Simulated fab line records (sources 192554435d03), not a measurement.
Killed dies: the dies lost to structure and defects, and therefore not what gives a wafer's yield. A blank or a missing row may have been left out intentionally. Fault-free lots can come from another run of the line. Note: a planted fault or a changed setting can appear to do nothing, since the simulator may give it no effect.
The tool behind it: which one?	flow n5-finfet	24 lots, 72 wafers sampled, at 5 steps of a route of 1938

WHAT THE GAUGES READ, wafer by wafer
N5_BEOL_M7_OCD_MEAS_38. Usual: trench-depth-nm 92.8 nm, standard deviation 1.3.
lot	measured	on	trench-depth-nm (nm)	flag
L074	day 9 03:02	ocd-01	93.5 93.1 92.6	
L075	day 9 08:52	ocd-02	92.8 93.1 93.3	
L076	day 9 13:14	ocd-02	93.1 92.0 90.4	
L078	day 9 13:25	ocd-02	92.8 94.8 94.0	
L077	day 9 17:31	ocd-01	91.3 92.3 93.1	
L079	day 10 04:19	ocd-02	93.8 94.6 93.7	
L080	day 10 13:41	ocd-02	90.4 93.5 92.6	
L082	day 11 02:12	ocd-02	90.6 92.5 92.3	
L081	day 11 02:28	ocd-01	93.5 92.0 93.6	
L083	day 11 06:17	ocd-02	94.9 93.1 92.1	
L084	day 11 20:44	ocd-01	91.4 92.2 95.4	
L086	day 11 21:10	ocd-02	95.2 92.8 93.9	
L085	day 12 02:18	ocd-01	94.0 91.8 92.0	
L087	day 12 01:54	ocd-01	91.8 93.9 90.4	
L088	day 12 07:22	ocd-01	94.9 91.2 93.0	
L089	day 13 10:35	ocd-01	92.6 93.2 94.2	
L090	day 13 12:19	ocd-02	93.2 91.7 93.5	
L092	day 13 13:10	ocd-02	93.6 92.7 92.2	
L091	day 13 16:25	ocd-01	91.5 92.6 93.4	
L093	day 14 02:26	ocd-02	93.1 93.1 94.0	
L094	day 14 12:20	ocd-02	93.4 93.0 93.6	
L097	day 15 01:04	ocd-02	93.9 94.7 93.5	
L096	day 15 01:05	ocd-01	93.5 95.5 91.0	
L095	day 15 01:01	ocd-01	93.1 92.3 94.0	

EACH LOT AND THE TOOL THAT RAN IT (in order: tool; ch and the chambers of the sampled wafers; start)
lot	N5_BEOL_M6_ETCH_66	N5_BEOL_M6_STRIP_80	N5_BEOL_M6_ANNEAL_51	N5_BEOL_M7_TRENCH_ETCH_37
L074	rie-diel-01 ch 1,2, day 8 16:23	rie-diel-01 ch 1,2, day 8 19:10 or earlier	rtp-anneal-01 ch 0, day 8 19:10	rie-diel-02 ch 0,1,2, day 9 03:02 or earlier
L075	rie-diel-03 ch 0,2, day 9 01:49	rie-diel-03 ch 0,2, day 9 03:49 or earlier	rtp-anneal-01 ch 0, day 9 03:49	rie-diel-02 ch 0,1,2, day 9 08:52 or earlier
L076	rie-diel-03 ch 0,1,3, day 9 05:19	rie-diel-03 ch 0,1,3, day 9 07:32 or earlier	rtp-anneal-01 ch 0, day 9 07:32	rie-diel-05 ch 0,1,3, day 9 13:14 or earlier
L078	rie-diel-01 ch 0,1,2, day 9 05:41	rie-diel-01 ch 0,1,2, day 9 08:10 or earlier	rtp-anneal-02 ch 0, day 9 08:10	rie-diel-02 ch 0,2,3, day 9 13:25 or earlier
L077	rie-diel-03 ch 0,1, day 9 08:31	rie-diel-03 ch 0,1, day 9 11:01 or earlier	rtp-anneal-01 ch 0, day 9 11:01	rie-diel-05 ch 0,1,3, day 9 17:31 or earlier
L079	rie-diel-03 ch 0,1,3, day 9 20:43	rie-diel-03 ch 0,1,3, day 9 22:50 or earlier	rtp-anneal-02 ch 0, day 9 22:50	rie-diel-02 ch 0,1,3, day 10 04:19 or earlier
L080	rie-diel-01 ch 0,1, day 10 04:18	rie-diel-01 ch 0,1, day 10 06:29 or earlier	rtp-anneal-01 ch 0, day 10 06:29	rie-diel-05 ch 0,1,3, day 10 13:41 or earlier
L082	rie-diel-01 ch 1,2,3, day 10 15:55	rie-diel-01 ch 1,2,3, day 10 18:56 or earlier	rtp-anneal-02 ch 0, day 10 18:56	rie-diel-06 ch 0,3, day 11 02:12 or earlier
L081	rie-diel-04 ch 0,1,2, day 10 16:05	rie-diel-04 ch 0,1,2, day 10 19:13 or earlier	rtp-anneal-02 ch 0, day 10 19:13	rie-diel-02 ch 1,2,3, day 11 02:28 or earlier
L083	rie-diel-04 ch 0,1,3, day 10 21:32	rie-diel-04 ch 0,1,3, day 11 01:32 or earlier	rtp-anneal-01 ch 0, day 11 01:32	rie-diel-02 ch 0,2,3, day 11 06:17 or earlier
L084	rie-diel-04 ch 0,1,3, day 11 13:02	rie-diel-04 ch 0,1,3, day 11 15:26 or earlier	rtp-anneal-01 ch 0, day 11 15:26	rie-diel-06 ch 1,2,3, day 11 20:44 or earlier
L086	rie-diel-01 ch 2,3, day 11 14:34	rie-diel-01 ch 2,3, day 11 16:59 or earlier	rtp-anneal-01 ch 0, day 11 16:59	rie-diel-02 ch 0,2,3, day 11 21:10 or earlier
L085	rie-diel-01 ch 1,2,3, day 11 17:16	rie-diel-01 ch 1,2,3, day 11 20:53 or earlier	rtp-anneal-02 ch 0, day 11 20:53	rie-diel-05 ch 1,2,3, day 12 02:18 or earlier
L087	rie-diel-03 ch 0,2,3, day 11 17:54	rie-diel-03 ch 0,2,3, day 11 21:46 or earlier	rtp-anneal-01 ch 0, day 11 21:46	rie-diel-05 ch 0,1,3, day 12 01:54 or earlier
L088	rie-diel-01 ch 1,3, day 11 22:57	rie-diel-01 ch 1,3, day 12 02:17 or earlier	rtp-anneal-01 ch 0, day 12 02:17	rie-diel-06 ch 0,1,2, day 12 07:22 or earlier
L089	rie-diel-04 ch 0,3, day 13 03:04	rie-diel-04 ch 0,3, day 13 05:13 or earlier	rtp-anneal-02 ch 0, day 13 05:13	rie-diel-05 ch 0,1, day 13 10:35 or earlier
L090	rie-diel-01 ch 0,1,2, day 13 03:16	rie-diel-01 ch 0,1,2, day 13 05:29 or earlier	rtp-anneal-02 ch 0, day 13 05:29	rie-diel-05 ch 1,3, day 13 12:19 or earlier
L092	rie-diel-04 ch 0,3, day 13 05:49	rie-diel-04 ch 0,3, day 13 09:09 or earlier	rtp-anneal-02 ch 0, day 13 09:09	rie-diel-02 ch 1,2,3, day 13 13:10 or earlier
L091	rie-diel-03 ch 0,2,3, day 13 08:50	rie-diel-03 ch 0,2,3, day 13 11:17 or earlier	rtp-anneal-02 ch 0, day 13 11:17	rie-diel-06 ch 0,1,3, day 13 16:25 or earlier
L093	rie-diel-01 ch 1,2, day 13 15:47	rie-diel-01 ch 1,2, day 13 18:30 or earlier	rtp-anneal-01 ch 0, day 13 18:30	rie-diel-06 ch 0,3, day 14 02:26 or earlier
L094	rie-diel-01 ch 0,1, day 14 01:32	rie-diel-01 ch 0,1, day 14 03:58 or earlier	rtp-anneal-02 ch 0, day 14 03:58	rie-diel-02 ch 0,1,3, day 14 12:20 or earlier
L097	rie-diel-04 ch 0,3, day 14 15:08	rie-diel-04 ch 0,3, day 14 18:52 or earlier	rtp-anneal-02 ch 0, day 14 18:52	rie-diel-06 ch 2,3, day 15 01:04 or earlier
L096	rie-diel-01 ch 0,2, day 14 15:29	rie-diel-01 ch 0,2, day 14 19:11 or earlier	rtp-anneal-02 ch 0, day 14 19:11	rie-diel-05 ch 1,2,3, day 15 01:05 or earlier
L095	rie-diel-03 ch 0,2,3, day 14 15:29	rie-diel-03 ch 0,2,3, day 14 19:10 or earlier	rtp-anneal-01 ch 0, day 14 19:10	rie-diel-02 ch 0,3, day 15 01:01 or earlier
- N5_BEOL_M6_ETCH_66: etches SOC in N2/H2, target depth 80 nm, overetch 16 nm, time 120 s.
- N5_BEOL_M6_STRIP_80: strips in N2/H2, time 10 s.
- N5_BEOL_M6_ANNEAL_51: time 90 s.
- N5_BEOL_M7_TRENCH_ETCH_37: etches SiCOH lowk in C4F6/O2, target depth 93.478 nm, time 31.2 s.

AS READ BY THE TOOLS THEMSELVES (means over the sampled wafers that have a number; for cases with no such wafer, the mark the record gives instead)
N5_BEOL_M6_ETCH_66. Usual: value, then standard deviation, for each; bias-w 150.0 W / 0.44; drypump-motor-current-A 5.9 A / 0.38; oes-product-au 0.61 a.u. / 0.064; rf-vpp-V 523.7 V / 2.2; showerhead-plenum-p-Torr 2.53 Torr / 0.075; temp-c 40.00 C / 0.13; throttle-valve-pct 17.76 % / 0.28.
lot	tool	bias-w (W)	drypump-motor-current-A (A)	oes-product-au (a.u.)	rf-vpp-V (V)	showerhead-plenum-p-Torr (Torr)	temp-c (C)	throttle-valve-pct (%)	flag
L074	rie-diel-01	149.9	6.3	0.60	524.5	2.54	40.07	18.10	
L075	rie-diel-03	149.7	6.0	0.62	522.8	2.53	40.17	17.53	
L076	rie-diel-03	150.1	5.7	0.58	523.3	2.54	39.96	17.91	
L078	rie-diel-01	150.0	6.0	0.59	523.7	2.54	39.93	17.87	
L077	rie-diel-03	149.8	5.9	0.58	522.1	2.50	40.06	17.88	
L079	rie-diel-03	149.8	5.7	0.57	524.0	2.53	40.00	17.92	
L080	rie-diel-01	150.2	5.9	0.61	524.3	2.55	39.93	17.78	
L082	rie-diel-01	149.8	6.3	0.64	525.3	2.60	40.04	17.89	
L081	rie-diel-04	150.4	5.4	0.63	523.0	2.49	39.97	17.74	
L083	rie-diel-04	149.9	5.9	0.65	522.8	2.50	39.98	17.68	
L084	rie-diel-04	150.6	5.8	0.64	522.6	2.50	40.12	17.70	
L086	rie-diel-01	150.0	6.4	0.65	526.3	2.64	40.11	17.76	
L085	rie-diel-01	150.1	6.3	0.62	525.3	2.59	40.00	17.90	
L087	rie-diel-03	149.9	5.8	0.65	523.8	2.54	40.05	17.62	
L088	rie-diel-01	149.7	6.3	0.67	527.1	2.65	40.01	17.66	
L089	rie-diel-04	150.2	5.9	0.58	521.2	2.44	40.01	17.94	
L090	rie-diel-01	150.0	6.0	0.57	523.6	2.53	39.94	17.93	
L092	rie-diel-04	150.5	6.0	0.58	520.2	2.44	39.97	17.71	
L091	rie-diel-03	149.8	5.8	0.63	524.3	2.53	39.96	17.66	
L093	rie-diel-01	150.6	6.2	0.60	524.3	2.54	39.94	18.06	
L094	rie-diel-01	150.0	5.8	0.57	523.3	2.53	40.12	17.70	
L097	rie-diel-04	149.3	6.0	0.57	520.3	2.44	39.94	17.72	
L096	rie-diel-01	149.7	5.9	0.54	522.3	2.51	39.94	17.82	
L095	rie-diel-03	150.2	5.8	0.62	524.9	2.53	39.94	17.67	

N5_BEOL_M6_STRIP_80. Usual: drypump-motor-current-A 5.9 A, standard deviation 0.39; oes-product-au 0.79 a.u., standard deviation 0.09; rf-vpp-V 59.2 V, standard deviation 0.83; showerhead-plenum-p-Torr 2.53 Torr, standard deviation 0.076; temp-c 40.00 C, standard deviation 0.11; throttle-valve-pct 23.6 %, standard deviation 0.34.
lot	tool	drypump-motor-current-A (A)	oes-product-au (a.u.)	rf-vpp-V (V)	showerhead-plenum-p-Torr (Torr)	temp-c (C)	throttle-valve-pct (%)	flag
L074	rie-diel-01	6.3	0.79	59.5	2.54	39.89	24.0	
L075	rie-diel-03	6.0	0.81	59.6	2.53	40.00	23.2	
L076	rie-diel-03	5.7	0.75	59.2	2.53	39.96	23.8	
L078	rie-diel-01	6.0	0.78	59.5	2.54	39.95	23.7	
L077	rie-diel-03	5.9	0.75	58.8	2.49	40.10	23.7	
L079	rie-diel-03	5.7	0.74	59.0	2.53	40.06	23.8	
L080	rie-diel-01	5.9	0.79	58.7	2.55	39.95	23.6	
L082	rie-diel-01	6.3	0.83	59.2	2.59	39.99	23.7	
L081	rie-diel-04	5.4	0.83	59.1	2.49	39.92	23.6	
L083	rie-diel-04	5.8	0.85	59.4	2.50	39.97	23.5	
L084	rie-diel-04	5.8	0.83	58.9	2.49	40.08	23.5	
L086	rie-diel-01	6.4	0.86	59.3	2.64	40.03	23.6	
L085	rie-diel-01	6.2	0.82	59.9	2.59	39.98	23.8	
L087	rie-diel-03	5.8	0.84	58.4	2.54	39.98	23.4	
L088	rie-diel-01	6.3	0.88	59.3	2.64	40.09	23.5	
L089	rie-diel-04	5.9	0.77	59.3	2.44	40.03	23.8	
L090	rie-diel-01	6.0	0.75	58.4	2.52	39.93	23.7	
L092	rie-diel-04	6.0	0.75	58.5	2.44	40.03	23.4	
L091	rie-diel-03	5.8	0.82	59.2	2.53	40.00	23.4	
L093	rie-diel-01	6.1	0.77	59.6	2.53	39.93	24.0	
L094	rie-diel-01	5.8	0.74	58.5	2.52	39.98	23.5	
L097	rie-diel-04	6.0	0.74	58.9	2.43	39.89	23.4	
L096	rie-diel-01	6.0	0.70	59.5	2.51	39.95	23.6	
L095	rie-diel-03	5.8	0.81	59.5	2.53	39.96	23.5	

N5_BEOL_M6_ANNEAL_51. Usual: wafer_temp_C_max 225.97, standard deviation 0.21.
lot	tool	wafer_temp_C_max	flag
L074	rtp-anneal-01	225.85	
L075	rtp-anneal-01	226.09	
L076	rtp-anneal-01	226.16	
L078	rtp-anneal-02	225.98	
L077	rtp-anneal-01	225.70	
L079	rtp-anneal-02	225.95	
L080	rtp-anneal-01	225.94	
L082	rtp-anneal-02	225.95	
L081	rtp-anneal-02	225.94	
L083	rtp-anneal-01	226.08	
L084	rtp-anneal-01	226.06	
L086	rtp-anneal-01	225.86	
L085	rtp-anneal-02	226.01	
L087	rtp-anneal-01	226.21	
L088	rtp-anneal-01	226.04	
L089	rtp-anneal-02	225.71	
L090	rtp-anneal-02	225.98	
L092	rtp-anneal-02	225.77	
L091	rtp-anneal-02	226.05	
L093	rtp-anneal-01	226.22	
L094	rtp-anneal-02	225.90	
L097	rtp-anneal-02	226.04	
L096	rtp-anneal-02	225.93	
L095	rtp-anneal-01	225.93	

N5_BEOL_M7_TRENCH_ETCH_37. Usual: value, then standard deviation, for each; bias-w 185.0 W / 0.56; drypump-motor-current-A 5.8 A / 0.47; mfc-ar-sccm 300.0 sccm / 0.87; oes-product-au 0.78 a.u. / 0.092; rf-vpp-V 664 V / 7.3; showerhead-plenum-p-Torr 2.88 Torr / 0.11; throttle-valve-pct 21.02 % / 0.2.
lot	tool	bias-w (W)	drypump-motor-current-A (A)	mfc-ar-sccm (sccm)	oes-product-au (a.u.)	rf-vpp-V (V)	showerhead-plenum-p-Torr (Torr)	throttle-valve-pct (%)	flag
L074	rie-diel-02	184.6	5.6	300.0	0.74	664	2.87	20.98	
L075	rie-diel-02	184.9	5.7	300.5	0.74	664	2.87	20.97	
L076	rie-diel-05	185.6	6.1	299.7	0.76	661	2.85	21.17	
L078	rie-diel-02	184.7	5.9	300.7	0.81	662	2.90	20.92	
L077	rie-diel-05	185.2	6.1	299.8	0.75	661	2.85	21.17	
L079	rie-diel-02	185.4	6.0	298.9	0.80	667	2.89	20.86	
L080	rie-diel-05	185.4	6.1	300.3	0.75	661	2.84	21.19	
L082	rie-diel-06	185.4	5.1	300.2	0.79	664	2.90	21.12	
L081	rie-diel-02	185.1	5.7	301.2	0.79	670	2.97	20.85	
L083	rie-diel-02	185.3	5.9	299.8	0.79	662	2.90	20.95	
L084	rie-diel-06	185.0	5.6	300.5	0.78	663	2.88	21.09	
L086	rie-diel-02	185.0	5.9	299.8	0.79	662	2.89	20.95	
L085	rie-diel-05	184.7	6.3	300.0	0.73	662	2.83	21.18	
L087	rie-diel-05	184.9	6.1	299.7	0.74	661	2.84	21.20	
L088	rie-diel-06	185.7	5.4	299.6	0.83	668	2.87	20.97	
L089	rie-diel-05	185.2	6.0	299.9	0.74	659	2.73	21.14	
L090	rie-diel-05	185.1	6.3	299.4	0.75	661	2.73	21.26	
L092	rie-diel-02	184.8	5.7	300.3	0.77	670	2.96	20.88	
L091	rie-diel-06	184.9	5.3	300.0	0.83	662	2.87	21.07	
L093	rie-diel-06	185.2	5.4	299.7	0.93	659	2.91	21.04	
L094	rie-diel-02	185.0	6.0	299.9	0.75	667	2.88	20.89	
L097	rie-diel-06	185.3	5.8	299.8	0.94	660	2.91	20.96	
L096	rie-diel-05	185.2	6.3	300.9	0.80	663	2.82	21.09	
L095	rie-diel-02	184.9	6.2	299.8	0.79	665	2.90	20.85	

THE ANSWER, worked out from the rows above alone
Rule: take the mean of a lot's wafers that have a number; if it is more than 3 standard deviations from the usual mean, the lot is off. A lot without any number at a reading at which 4 lots or more have one is off too. Any other lot the step has rows for is counted as sound. First the gauges in route order, then the tools' own readings, where a lot's mean is used as printed above. The first step at which some lot is off is used, and at that step the reading that is off furthest; a lot without a number counts as furthest.
Across all readings shown, no lot is off: no conclusion can be drawn from this.

WHAT WAS PUT IN BY THE SIMULATOR
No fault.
